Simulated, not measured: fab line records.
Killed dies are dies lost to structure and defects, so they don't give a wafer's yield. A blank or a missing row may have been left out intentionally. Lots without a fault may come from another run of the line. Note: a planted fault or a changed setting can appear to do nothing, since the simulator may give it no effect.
Struck lot and sound lot, side by side    flow nand-harc    14 out of 1302 route steps
Sound: wafers L389.2, L389.3, L389.4. Struck: wafers L406.1, L406.3 (left out: L406.4, a lot-mate that was not struck); the cause follows at the end.
Order at every step that has rows: each side's tool, ch and its chambers, its first start. Under that, the readings that differ: sound wafers    struck wafers    difference of the means    sigmas: that difference in standard deviations of wafers without a fault.
alike: readings whose means differ by less than 2 such deviations, and words and numbers that are the same on both sides. not compared: withheld readings, readings that some wafer has no value for, bounds like >300 that may hide the same value, and numbers for which the record gives no deviation and whose values overlap.
Wherever a step has rows on one side only, a row that says differs or no value, or a row with sigmas, the two part there. When numbers do not overlap yet have no deviation, they are printed without sigmas and do not part them. A reading that every wafer of one side lacks parts them only if that side has two wafers or more.

first, 3 steps without rows for these wafers: NHARC_A_STAIRCASE_HARDBAKE_311 (time 140 s); NHARC_A_STAIRCASE_DESCUM_312 (chemistry O2, time 3 s); NHARC_A_STAIRCASE_ETCH_313 (etches the open film in CF4/CHF3).
NHARC_A_STAIRCASE_HM_OPEN_463: chemistry O2/COS.
  sound: rie-diel-03 ch 0,1,2; struck: rie-diel-13 ch 1,3
reading                      sound              struck       difference  sigmas
drypump-motor-current-A (A)  6.2 5.7 6.2        5.1 5.6      -0.7        -2
oes-product-au (a.u.)        1.011 1.022 1.018  0.976 0.998  -0.030      -2
rf-hours-counter-h (h)       36 31 35           9 10         -24         
  alike: rf-vpp-V, showerhead-plenum-p-Torr, throttle-valve-pct
then, 1 step without rows for these wafers: NHARC_A_STAIRCASE_STRIP_464 (strips in O2/COS).
NHARC_A_STAIRCASE_ETCH_453: etches the open film in CF4/O2, target depth 30 nm, overetch 3 nm, time 16.5 s.
  sound: rie-diel-03 ch 0,2,3; struck: rie-diel-13 ch 2,3
reading                 sound     struck  difference  sigmas
rf-hours-counter-h (h)  35 36 40  11 9    -27         
  alike: drypump-motor-current-A, oes-product-au, rf-vpp-V, showerhead-plenum-p-Torr, throttle-valve-pct
NHARC_A_STAIRCASE_ETCH_315: etches the open film in C4F8/O2/Ar, target depth 2500 nm, time 607.1 s.
  sound: rie-diel-03 ch 1,2,3; struck: rie-diel-13 ch 0,3
reading                 sound              struck       difference  sigmas
oes-product-au (a.u.)   0.947 0.960 0.956  0.918 0.905  -0.043      -3
rf-hours-counter-h (h)  31 37 40           9 9          -27         
  alike: rf-vpp-V
NHARC_A_STAIRCASE_STRIP_316: strips in O2.
  sound: rie-diel-03 ch 0,2,3; struck: rie-diel-13 ch 0,3
reading                 sound     struck  difference  sigmas
rf-hours-counter-h (h)  40 35 37  9 9     -28         
  alike: drypump-motor-current-A, oes-product-au, rf-vpp-V, showerhead-plenum-p-Torr, throttle-valve-pct
then, 3 steps without rows for these wafers: NHARC_A_STAIRCASE_STRIP_317 (strips in SPM, time 900 s); NHARC_A_STAIRCASE_PRECLEAN_318 (cleans in SC1); NHARC_A_STAIRCASE_SRD_329.
NHARC_A_STAIRCASE_ALD_415: deposits SiO2, target thk 30 nm, pulse time 6 s, ald cycles 300.
  sound on ald-hk-04 ch 1,2,3, day 17 15:31; struck on ald-hk-04 ch 1,3, day 24 09:22
reading     sound        struck   difference  sigmas
ald-cycles  300 300 300  383 383  +83         
  alike: heater-power-w, precursor-pulse-height-rel
NHARC_A_STAIRCASE_ETCHBACK_416: etches the open film in C4F8/O2/Ar, target depth 36 nm, time 7.2 s.
  sound: rie-diel-03 ch 1,2,3; struck: rie-diel-03 ch 0,1
  alike: oes-product-au, rf-vpp-V
  not compared: rf-hours-counter-h
-- break in the record here, with 8 days between the starts of the struck wafers on either side (left off in module A_STAIRCASE, picked up again in module END, where the first step shown is number 1302 on the route) --
NHARC_END_SORT_01:
  here the record holds rows for the struck wafers (prober-01 ch 0, day 31 22:56) but none for the sound ones

WHERE THEY PART
First at NHARC_A_STAIRCASE_HM_OPEN_463; last, within this record, at NHARC_END_SORT_01.

WHY: the cause the simulator had injected
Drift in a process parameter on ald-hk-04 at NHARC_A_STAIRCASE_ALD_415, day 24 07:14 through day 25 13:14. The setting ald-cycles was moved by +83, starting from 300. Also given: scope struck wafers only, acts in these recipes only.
